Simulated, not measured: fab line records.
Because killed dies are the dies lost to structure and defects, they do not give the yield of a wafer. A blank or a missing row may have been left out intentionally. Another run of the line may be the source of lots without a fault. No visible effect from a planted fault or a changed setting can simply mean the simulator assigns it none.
A lot that was struck, set against a sound lot -- flow nand harc -- 18 out of 1159 route steps
Sound: these wafers, L717.1, L717.5, L717.6. Struck: wafers L726.1, L726.3 (left out: L726.2, a lot-mate that was not struck); the cause follows at the end.
At each step with rows: each side's tool, then ch and its chambers, then its first start. Under that, the readings that differ: sound wafers -- struck wafers -- difference of the means -- sigmas: that difference in standard deviations of wafers without a fault.
alike: readings with means less than 2 such deviations apart, plus words and numbers identical on both sides. not compared: withheld readings, readings lacking a value on some wafer, bounds such as >300 that could conceal the same value, and numbers that have no deviation in the record and whose values overlap.
A row with sigmas, a row that says differs or no value, or rows on one side alone: a step with any of these is where the two part. When numbers do not overlap yet have no deviation, they are printed without sigmas and do not part them. A reading missing from all wafers of one side parts the sides only when that side holds two or more wafers.

NHARC_A_SGD_CUT_CD_MEAS_09 targets a cd of 100 nm.
  sound on cd sem-01 ch 0, day 15 14:22; struck on cd sem-01 ch 0, day 17 02:13
  alike: cd nm
NHARC_A_SGD_CUT_OVL_MEAS_10:
  sound on overlay-01, day 15 14:28; struck on overlay-02, day 17 02:18
reading,sound,struck,difference,sigmas
overlay x nm (nm),-1.6 -1.4 -1.3,0.9 0.7,+2.2,+3
  alike: overlay y nm
NHARC_A_SGD_CUT_INSPECT_11:
  sound on defect inspect-02, day 15 14:30; struck on defect inspect-01, day 17 02:20
  alike: raw defect count
NHARC_A_SGD_CUT_DESCUM_14: chemistry O2, time 3 s.
  sound on rie diel-06 ch 0,2,3, day 15 14:34; struck on rie diel-01 ch 0,2, day 17 02:24
  alike: drypump motor current A, oes product au, rf vpp V, showerhead plenum p Torr, throttle valve pct
  not compared: rf hours counter h
then, 1 step without rows for these wafers: NHARC_A_SGD_CUT_ETCH_58 (etches the open film in CF4, target depth 39 nm, time 65 s).
NHARC_A_SGD_CUT_ETCH_59: etches the open film in N2/H2, target depth 260 nm, time 406.25 s.
  sound on rie diel-06 ch 2,3; struck on rie diel-01 ch 2,3
  alike: drypump motor current A, h2 flow sccm, oes product au, rf vpp V, showerhead plenum p Torr, throttle valve pct
  not compared: rf hours counter h
NHARC_A_SGD_CUT_ETCH_15: etches the open film in CH3F/O2, target depth 75 nm, time 64.3 s.
  sound on rie diel-06 ch 0,3; struck on rie diel-01 ch 1,3
  alike: drypump motor current A, oes product au, rf vpp V, showerhead plenum p Torr, throttle valve pct
  not compared: rf hours counter h
NHARC_A_SGD_CUT_ETCH_16: etches the open film in C4F8/O2/Ar, target depth 310.5 nm, time 155.2 s.
  sound on rie diel-06 ch 0,1,3; struck on rie diel-01 ch 0,1
  alike: oes product au, rf vpp V
  not compared: rf hours counter h
then, 1 step without rows for these wafers: NHARC_A_SGD_CUT_STRIP_60 (strips in C4F8/O2/Ar).
NHARC_A_SGD_CUT_STRIP_17: strips in O2.
  sound on rie diel-06 ch 1,2; struck on rie diel-01 ch 0,2
  alike: drypump motor current A, oes product au, rf vpp V, showerhead plenum p Torr, throttle valve pct
  not compared: rf hours counter h
then, 2 steps without rows for these wafers: NHARC_A_SGD_CUT_PRECLEAN_18 (cleans in SC1); NHARC_A_SGD_CUT_SRD_19.
NHARC_A_SGD_CUT_DEP_20: deposits SiO2, target thk 150 nm.
  sound on fcvd-02 ch 0,1, day 15 15:40; struck on fcvd-01 ch 0,1, day 17 03:32
then, 1 step without rows for these wafers: NHARC_A_SGD_CUT_ANNEAL_27 (time 1800 s).
NHARC_A_SGD_CUT_CMP_21: polishes, target thk 148.19 nm.
  sound on cmp-04 ch 0,3, day 15 20:16; struck on cmp-04 ch 0,1, day 17 09:40
reading,sound,struck,difference,sigmas
time to endpoint s (s),53.6 51.4 50.4,30.8 30.7,-21.0,-8
  alike: motor current A
NHARC_A_SGD_CUT_THK_MEAS_22: measures by ellipsometry.
  sound on film metro-01, day 15 20:29; struck on film metro-02, day 17 09:55
reading,sound,struck,difference,sigmas
thk nm (nm),147.0 147.8 149.4,91.2 90.6,-57.2,-38
after that, 1 step had no rows for these wafers: NHARC_A_SGD_CUT_SRD_23.
NHARC_END_SORT_01:
  the record has rows for the sound wafers here (prober-01 ch 0, day 21 09:32) and none for the struck ones

== WHERE THEY PART ==
Last at NHARC_END_SORT_01 as far as this record goes, first at NHARC_A_SGD_CUT_OVL_MEAS_10.

WHY: the cause the simulator had injected
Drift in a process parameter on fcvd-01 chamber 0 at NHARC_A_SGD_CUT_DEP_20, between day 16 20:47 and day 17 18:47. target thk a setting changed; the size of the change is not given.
